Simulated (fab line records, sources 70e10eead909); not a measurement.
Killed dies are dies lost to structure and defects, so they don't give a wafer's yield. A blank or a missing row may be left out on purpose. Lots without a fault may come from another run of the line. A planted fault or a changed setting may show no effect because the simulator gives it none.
Chamber matching | flow nand_harc | NHARC_A_STAIRCASE_CMP_472 on cmp-01: 4 sister chambers
The step polishes SiO2. 18 wafers are shown with their chamber, then 9 later ones without.

WAFERS WITH THEIR CHAMBER
wafer  | chamber | motor_current_A (A) | retaining_ring_pressure_frac
L074.1 | 2       | 11.1                | 0.996
L074.2 | 3       | 11.1                | 1.001
L074.5 | 3       | 11.0                | 1.007
L075.1 | 1       | 12.0                | 1.002
L075.2 | 3       | 11.5                | 0.999
L075.4 | 0       | 15.7                | 0.998
L077.1 | 0       | 15.3                | 1.001
L077.3 | 2       | 11.0                | 0.999
L077.6 | 2       | 11.4                | 0.998
L078.3 | 1       | 11.9                | 1.000
L078.4 | 3       | 11.5                | 1.003
L078.5 | 3       | 11.3                | 0.997
L088.3 | 2       | 11.0                | 1.002
L088.5 | 2       | 11.2                | 1.005
L088.6 | 3       | 10.9                | 1.006
L086.1 | 3       | 11.4                | 1.001
L086.5 | 2       | 11.6                | 1.006
L086.6 | 3       | 11.2                | 1.000

SIGNATURES (means of the wafers above)
reading                      | chamber 0 | chamber 1 | chamber 2 | chamber 3 | scatter within a chamber
motor_current_A              | 15.500    | 11.950    | 11.217    | 11.238    | 0.229
retaining_ring_pressure_frac | 0.99950   | 1.00100   | 1.00100   | 1.00175   | 0.00346
Rule: a wafer's distance from a chamber is the root of the sum, over the readings, of the square of ((its reading less the chamber's mean) divided by the reading's scatter). The wafer belongs to the nearest chamber; if the next one is less than 2 further off, it can't be placed. The scatter: the root of (the sum of the squares of (reading less its chamber's mean) over the shown wafers, divided by (wafers less chambers)).

WAFERS WITHOUT THEIR CHAMBER
wafer  | motor_current_A (A) | retaining_ring_pressure_frac
L093.4 | 15.0                | 1.008
L093.5 | 14.7                | 1.005
L093.6 | 11.0                | 0.994
L092.2 | 11.5                | 0.996
L092.4 | 10.7                | 1.011
L092.5 | 12.2                | 1.003
L094.3 | 11.3                | 0.995
L094.4 | 10.9                | 0.999
L094.5 | 15.2                | 1.003

WHICH CHAMBER EACH WENT THROUGH
wafer  | from the rows above          | in truth
L093.4 | 0                            | 0
L093.5 | 0                            | 0
L093.6 | can't be placed: 2 or 3      | 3
L092.2 | can't be placed: 2 or 3 or 1 | 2
L092.4 | can't be placed: 3 or 2      | 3
L092.5 | 1                            | 1
L094.3 | can't be placed: 2 or 3 or 1 | 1
L094.4 | can't be placed: 2 or 3      | 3
L094.5 | 0                            | 0
Placed correctly: 4 of 9. Can't be placed from these rows: 5 (the true chamber is among the candidates in 5). Placed wrongly: 0.
